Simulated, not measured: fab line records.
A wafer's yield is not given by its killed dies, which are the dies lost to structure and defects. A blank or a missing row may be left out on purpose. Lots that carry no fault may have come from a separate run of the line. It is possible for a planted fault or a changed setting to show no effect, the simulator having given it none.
Struck lot and sound lot, side by side :: flow n5_finfet :: 16 steps out of a route of 1938
Sound: these wafers, L155.3, L155.4, L155.6. Wafers struck: L165.1, L165.2, L165.6. Last of all comes the cause.
For every step that has rows: the tool of each side, followed by ch and its chambers, followed by its first start. Under that, the readings that differ: sound wafers :: struck wafers :: difference of the means :: sigmas: that difference in standard deviations of wafers without a fault.
alike: readings with means less than 2 such deviations apart, plus words and numbers identical on both sides. not compared: withheld readings, readings lacking a value on some wafer, bounds such as >300 that could conceal the same value, and numbers that have no deviation in the record and whose values overlap.
A row with sigmas, a row that says differs or no value, or rows on one side alone: a step with any of these is where the two part. When numbers do not overlap yet have no deviation, they are printed without sigmas and do not part them. A reading missing from all wafers of one side parts the sides only when that side holds two or more wafers.

N5_HKMG_FIN_OVL_MEAS_13:
  sound on overlay-02 ch 0, day 4 09:20; struck on overlay-02 ch 0, day 6 22:31
  alike: NWFM_OVL
N5_HKMG_FIN_INSPECT_14: inspects for defects (macro).
  sound on defect_inspect-01, day 4 09:21; struck on defect_inspect-02, day 6 22:33
  alike: raw_defect_count
then, 2 steps without rows for these wafers: N5_HKMG_FIN_DESCUM_17 (chemistry O2, time 7.9 s); N5_HKMG_FIN_ETCH_31 (etches SiARC in CF4, target depth 45.5 nm, time 75.8 s).
N5_HKMG_FIN_ETCH_32: etches SOC in N2/H2, target depth 240 nm, time 300 s.
  sound on rie_diel-05 ch 0,1, day 4 09:34; struck on rie_diel-06 ch 1,2, day 6 22:40
  alike: drypump_motor_current_A, oes_product_au, rf_vpp_V, showerhead_plenum_p_Torr, temp_c, throttle_valve_pct
  not compared: rf_hours_counter_h
then, 3 steps without rows for these wafers: N5_HKMG_FIN_STRIP_33 (strips in N2/H2); N5_HKMG_FIN_STRIP_34 (strips in CF4); N5_HKMG_FIN_ETCH_35 (etches SOC in N2/H2, target depth 215.8 nm, time 243.4 s).
N5_HKMG_FIN_STRIP_92: strips SOC in N2/H2, time 20 s.
  sound on rie_diel-05 ch 0,1, day 4 09:55; struck on rie_diel-06 ch 1,2, day 6 23:02
  alike: bias_power_w, drypump_motor_current_A, oes_product_au, rf_vpp_V, showerhead_plenum_p_Torr, temp_c, throttle_valve_pct
  not compared: rf_hours_counter_h
then, 1 step without rows for these wafers: N5_HKMG_FIN_WET_ETCH_18 (etches TiN in SC1, time 55 s, target depth 5.2 nm, rinse time 30 s).
N5_HKMG_FIN_STRIP_19: strips in N2/H2, time 360 s.
  sound on plasma_asher-01 ch 0,1, day 4 10:11; struck on plasma_asher-02 ch 0,1, day 6 23:11
  alike: drypump_motor_current_A, heater_power_w, temp_c
  not compared: rf_hours_counter_h
N5_HKMG_FIN_ALD_91: deposits TiN, target thk 1 nm, pulse time 1 s, purge time 3 s.
  sound on ald_metal-04 ch 0,1, day 4 10:27; struck on ald_metal-03 ch 2,3, day 6 23:34
  alike: heater_power_w, precursor_pulse_height_rel
N5_HKMG_FIN_COAT_85: time 60 s, resist thk 300 nm.
  sound on litho_track-05 ch 0, day 4 10:44; struck on litho_track-03 ch 0, day 6 23:58
reading: spin_speed_rpm (rpm)
sound: 1498.9 1498.8 1500.3
struck: 1551.8 1553.2 1551.3
difference: +52.8
sigmas: +44

reading: model.SOC_of_HKMG_FIN_COAT_85.thk_nm (nm)
sound: 299.4 300 299.4
struck: 295.6 295.6 295.8
difference: -3.9
sigmas: 
  alike: resist_line_temp_C
N5_HKMG_FIN_ETCH_86: etches SOC in N2/H2, stops on TiN, target depth 393.2 nm.
  sound on rie_diel-06 ch 1,2,3, day 4 10:47; struck on rie_diel-06 ch 0,2,3, day 7 00:04
  alike: drypump_motor_current_A, oes_product_au, rf_vpp_V, showerhead_plenum_p_Torr, throttle_valve_pct
  not compared: rf_hours_counter_h
-- here the record skips 4 days between the struck wafers' starts before and after, leaving off in module HKMG_FIN and picking up in module BEOL_M4 (first step shown: number 1111 of the route) --
N5_BEOL_M4_RC_MEAS_101:
  sound on prober-01 ch 0, day 8 17:20; struck on prober-01 ch 0, day 10 13:13
  alike: DIBL_N, DIBL_P, IOFF_N, IOFF_P, ION_N, ION_P, SS_N, SS_P, VT_N, VT_P
-- here the record skips 5 days between the struck wafers' starts before and after, leaving off in module BEOL_M4 and picking up in module PASSIVATION (first step shown: number 1936 of the route) --
N5_PASSIVATION_PROBE_49:
  sound on prober-02, day 13 15:20; struck on prober-01, day 15 08:00
reading: defect_limited_yield (%)
sound: 93.6 92.7 92.4
struck: 89.1
difference: -3.8
sigmas: -2

reading: killed_dies
sound: 76 86 90
struck: 129
difference: +45
sigmas: +2

reading: killed_open
sound: 47 43 53
struck: 82
difference: +34
sigmas: +2

reading: sort_bin_5_function (%)
sound: 3.9 3.7 4.7
struck: 6.3
difference: +2.2
sigmas: +2

reading: sort_n_pass
sound: 1104 1094 1090
struck: 1051
difference: -45
sigmas: -2

reading: sort_yield_pct (%)
sound: 93.6 92.7 92.4
struck: 89.1
difference: -3.8
sigmas: -2
  alike: killed_at_M0_to_M3, killed_at_M4_up, killed_at_contacts, killed_at_front_end, killed_at_other, killed_short, sort_bin_4_leakage, sort_bin_6_memory, sort_bin_8_speed

== WHERE THEY PART ==
First at N5_HKMG_FIN_COAT_85; last, within this record, at N5_PASSIVATION_PROBE_49.

WHY: what had been put in by the simulator
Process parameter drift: litho_track-03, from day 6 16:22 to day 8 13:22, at N5_HKMG_FIN_COAT_85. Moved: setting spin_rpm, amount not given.
